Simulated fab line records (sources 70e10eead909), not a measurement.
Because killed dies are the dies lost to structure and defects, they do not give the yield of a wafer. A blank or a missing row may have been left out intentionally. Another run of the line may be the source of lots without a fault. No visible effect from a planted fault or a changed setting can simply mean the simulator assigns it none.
Matching of chambers | flow nand harc | NHARC_A_STAIRCASE_CMP_152 on cmp-04 has 4 sister chambers
The step polishes. 4 wafers are shown with their chamber, then 9 later ones without.

## EACH WAFER AND ITS CHAMBER
wafer  | chamber | motor current A (A)
L087.1 | 1       | 12.0
L087.5 | 0       | 12.6
L092.2 | 3       | 11.9
L092.5 | 2       | 9.7

## WAFERS WITHOUT THEIR CHAMBER
wafer  | motor current A (A)
L090.1 | 12.8
L090.2 | 12.3
L090.6 | 12.0
L095.1 | 10.4
L095.2 | 11.9
L095.4 | 12.7
L097.1 | 12.1
L097.5 | 12.8
L097.6 | 12.0

## CHAMBER TAKEN BY EACH
wafer  | from the rows above          | in truth
L090.1 | 0                            | 0
L090.2 | can't be placed: 0 or 1 or 3 | 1
L090.6 | can't be placed: 1 or 3      | 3
L095.1 | 2                            | 2
L095.2 | can't be placed: 3 or 1      | 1
L095.4 | 0                            | 0
L097.1 | can't be placed: 1 or 3 or 0 | 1
L097.5 | 0                            | 0
L097.6 | can't be placed: 1 or 3      | 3
Correctly placed: 4 of 9. Cannot be placed on the basis of these rows: 5; the candidates contain the true chamber in 5. 0 placed wrongly.
How it was worked out, from the rows above alone: a wafer's distance from a chamber is the root of the sum, over the readings, of the square of ((its reading less the chamber's mean) divided by the reading's scatter). The wafer belongs to the nearest chamber; if the next one is less than 2 further off, it can't be placed. Each chamber's mean is taken over the wafers shown for it. The scatter: root of mean squared gap, hidden wafer to nearest shown wafer, with one shown wafer a chamber.
